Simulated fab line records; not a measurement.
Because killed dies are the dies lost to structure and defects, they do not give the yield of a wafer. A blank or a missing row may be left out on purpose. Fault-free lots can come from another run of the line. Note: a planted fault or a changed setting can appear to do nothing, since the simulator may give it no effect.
A lot that was struck, set against a sound lot / flow nand-harc / 18 out of 1159 route steps
Sound: the wafers L563.2, L563.3, L563.4. Struck: wafers L574.3, L574.4. The cause is named last.
At each step with rows: each side's tool, then ch and its chambers, then its first start. Under that, the readings that differ: sound wafers / struck wafers / difference of the means / sigmas: that difference in standard deviations of wafers without a fault.
alike: words and numbers the same on both sides, and readings whose means are apart by under 2 such deviations; not compared: readings that were withheld, readings missing a value for some wafer, numbers with overlapping values and no deviation given by the record, and bounds like >300 which may hide the same value.
The two part at a step that has a row with sigmas, a row that says differs or no value, or rows on one side only. When numbers do not overlap yet have no deviation, they are printed without sigmas and do not part them. A reading that every wafer of one side lacks parts them only if that side has two wafers or more.

first, 3 steps without rows for these wafers: NHARC_A_BONDPAD_HARDBAKE_10 (time 65 s); NHARC_A_BONDPAD_DESCUM_11 (chemistry O2, time 3 s); NHARC_A_BONDPAD_ETCH_34 (etches the open film in N2/H2, target depth 60 nm, overetch 18 nm, time 65.91 s).
NHARC_A_BONDPAD_ETCH_12: etches the open film in CHF3/O2, target depth 220 nm, time 110 s.
  sound on rie-diel-07 ch 0,2,3; struck on rie-diel-07 ch 0,3
reading=oes-product-au (a.u.); sound=0.986 0.964 0.962; struck=0.909 0.909; difference=-0.062; sigmas=-2
reading=rf-hours-counter-h (h); sound=1 1 1; struck=3 3; difference=+2; sigmas=
reading=throttle-valve-pct (%); sound=20.586 20.583 20.568; struck=20.570 20.543; difference=-0.023; sigmas=-3
  alike: drypump-motor-current-A, rf-vpp-V, showerhead-plenum-p-Torr
NHARC_A_BONDPAD_CD_MEAS_13:
  struck on cd-sem-02, day 21 22:22; sound on cd-sem-01, day 19 12:07
  alike: cd-nm
NHARC_A_BONDPAD_STRIP_15: strips in O2.
  sound on rie-diel-01 ch 0,2,3, day 19 12:14; struck on rie-diel-07 ch 0,1, day 21 22:27
reading=rf-hours-counter-h (h); sound=20 22 22; struck=3 3; difference=-18; sigmas=
  alike: drypump-motor-current-A, oes-product-au, rf-vpp-V, showerhead-plenum-p-Torr, throttle-valve-pct
then, 2 steps without rows for these wafers: NHARC_A_BONDPAD_ETCH_24 (etches the open film in CF4/N2, target depth 30 nm, time 72.99 s); NHARC_A_BONDPAD_STRIP_16 (strips in post etch residue remover, time 600 s).
NHARC_A_BONDPAD_DEGAS_25: time 60 s.
  struck on pvd-sputter-03, day 21 22:59; sound on pvd-sputter-02, day 19 12:46
  alike: heater-power-w
NHARC_A_BONDPAD_PRE_CLEAN_26: time 30 s.
  sound on pvd-sputter-02; struck on pvd-sputter-03
  alike: heater-power-w
then, 1 step without rows for these wafers: NHARC_A_BONDPAD_PVD_17 (deposits TaN, target thk 5 nm, time 8.06 s).
NHARC_A_BONDPAD_PVD_27: deposits Cu, target thk 30 nm, time 20.49 s.
  sound on pvd-sputter-02; struck on pvd-sputter-03
  alike: throttle-valve-pct
NHARC_A_BONDPAD_ECD_18: material Cu, target thk 400 nm.
  sound on ecd-cu-01 ch 0,1, day 19 13:13; struck on ecd-cu-02 ch 0,1, day 21 23:26
  alike: bath-heat-duty-pct
then, 2 steps without rows for these wafers: NHARC_A_BONDPAD_ANNEAL_28 (time 90 s); NHARC_A_BONDPAD_CMP_19 (polishes, t overpolish 30 s, cu recess touch 16 s, target thk 169.8 nm).
NHARC_A_BONDPAD_THK_MEAS_20: measures by xrf.
  struck on film-metro-01, day 22 00:24; sound on film-metro-02, day 19 14:31
reading=thk-nm (nm); sound=169.7 171.1 168.6; struck=112.8 118.5; difference=-54.1; sigmas=-39
then, 1 step without rows for these wafers: NHARC_A_BONDPAD_SRD_21 (time 30 s, dry time 20 s).
NHARC_END_SORT_01:
  sound on prober-02 ch 0, day 20 20:28; struck on prober-02 ch 0, day 23 09:44
reading=defect-limited-yield (%); sound=93.2 93.2 93.6; struck=0 0; difference=-93; sigmas=-67
reading=killed-at-array; sound=37 36 29; struck=677 673; difference=+641; sigmas=+70
reading=killed-at-periphery; sound=9 10 13; struck=0 1; difference=-10; sigmas=-4
reading=killed-dies; sound=46 46 43; struck=677 677; difference=+632; sigmas=+65
reading=sort_bin_2_pct (%); sound=1.6 2.7 1.6; struck=97.2 95.4; difference=+94.3; sigmas=+99 or more
reading=sort-n-pass; sound=631 631 634; struck=0 0; difference=-632; sigmas=-65
reading=sort-rim-yield-pct (%); sound=95 92 88; struck=0 0; difference=-92; sigmas=-28
reading=sort-yield-pct (%); sound=93.2 93.2 93.6; struck=0 0; difference=-93; sigmas=-67
  alike: killed-at-other, killed-open, killed-short, sort_bin_3_pct, sort_bin_4_pct

## WHERE THEY PART
At NHARC_A_BONDPAD_ETCH_12 first; at NHARC_END_SORT_01 last (within this record only).

WHY: whatever the simulator had introduced
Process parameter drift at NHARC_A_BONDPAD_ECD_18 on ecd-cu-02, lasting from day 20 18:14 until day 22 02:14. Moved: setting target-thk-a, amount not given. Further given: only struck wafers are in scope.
